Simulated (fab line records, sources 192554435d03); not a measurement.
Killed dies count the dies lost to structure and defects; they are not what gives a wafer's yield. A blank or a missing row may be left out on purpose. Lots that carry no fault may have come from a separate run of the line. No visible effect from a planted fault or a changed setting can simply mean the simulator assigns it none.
Chamber matching + flow n5 finfet + N5_BEOL_M0_SAQP_HM_DEP_111 on pecvd-01 has 3 sister chambers
The step deposits SiO2 from SiH4/N2O, target thk 12 nm, time 7.2 s. 16 wafers are shown with their chamber, then 8 later ones without.

== WAFERS PAIRED WITH THEIR CHAMBERS ==
| wafer  | chamber | showerhead plenum p Torr (Torr) | heater power w (W) | rf fwd power W (W) |
|--------|---------|---------------------------------|--------------------|--------------------|
| L077.2 | 2       | 8.09                            | 749                | 272.2              |
| L077.4 | 2       | 8.09                            | 722                | 271.9              |
| L077.6 | 2       | 8.09                            | 751                | 272.6              |
| L080.2 | 2       | 8.08                            | 763                | 273.1              |
| L080.4 | 1       | 8.15                            | 862                | 272.6              |
| L080.6 | 0       | 8.31                            | 630                | 271.5              |
| L081.1 | 0       | 8.29                            | 646                | 269.9              |
| L081.4 | 0       | 8.30                            | 642                | 270.6              |
| L081.6 | 1       | 8.14                            | 739                | 272.3              |
| L082.2 | 0       | 8.29                            | 557                | 271.2              |
| L082.5 | 1       | 8.15                            | 845                | 271.9              |
| L082.6 | 0       | 8.28                            | 548                | 271.3              |
| L083.3 | 0       | 8.29                            | 671                | 271.2              |
| L083.4 | 2       | 8.08                            | 739                | 272.8              |
| L083.5 | 0       | 8.26                            | 689                | 270.4              |
| L091.2 | 0       | 8.30                            | 555                | 271.2              |

SIGNATURES (averages over the wafers above)
| reading                  | chamber 0 | chamber 1 | chamber 2 | scatter within a chamber |
|--------------------------|-----------|-----------|-----------|--------------------------|
| showerhead plenum p Torr | 8.2900    | 8.1467    | 8.0860    | 0.0117                   |
| heater power w           | 617.25    | 815.33    | 744.80    | 49.4                     |
| rf fwd power W           | 270.913   | 272.267   | 272.520   | 0.503                    |
Rule: for a wafer and a chamber, the distance is found by dividing, reading by reading, the gap between the wafer's reading and the chamber's mean by the reading's scatter, squaring, summing and taking the root. The wafer belongs to the nearest chamber; if the next one is less than 2 further off, it can't be placed. The scatter is the square root of a quotient: the sum, over the shown wafers, of each reading's squared deviation from its chamber's mean, divided by wafers minus chambers.

== WAFERS WITH NO CHAMBER GIVEN ==
| wafer  | showerhead plenum p Torr (Torr) | heater power w (W) | rf fwd power W (W) |
|--------|---------------------------------|--------------------|--------------------|
| L091.3 | 8.08                            | 803                | 272.4              |
| L091.6 | 8.08                            | 788                | 272.5              |
| L093.1 | 8.15                            | 691                | 271.1              |
| L093.2 | 8.08                            | 822                | 273.2              |
| L093.5 | 8.31                            | 637                | 271.2              |
| L097.2 | 8.15                            | 813                | 271.7              |
| L097.4 | 8.13                            | 778                | 270.9              |
| L097.5 | 8.29                            | 598                | 271.1              |

== EACH ONE'S CHAMBER ==
| wafer  | from the rows above     | in truth |
|--------|-------------------------|----------|
| L091.3 | 2                       | 2        |
| L091.6 | 2                       | 2        |
| L093.1 | 1                       | 1        |
| L093.2 | 2                       | 2        |
| L093.5 | 0                       | 0        |
| L097.2 | 1                       | 1        |
| L097.4 | can't be placed: 1 or 2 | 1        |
| L097.5 | 0                       | 0        |
Placed correctly: 7 of 8. Unplaceable from these rows: 1, with the true chamber sitting among the candidates in 1. Placed wrongly: 0.
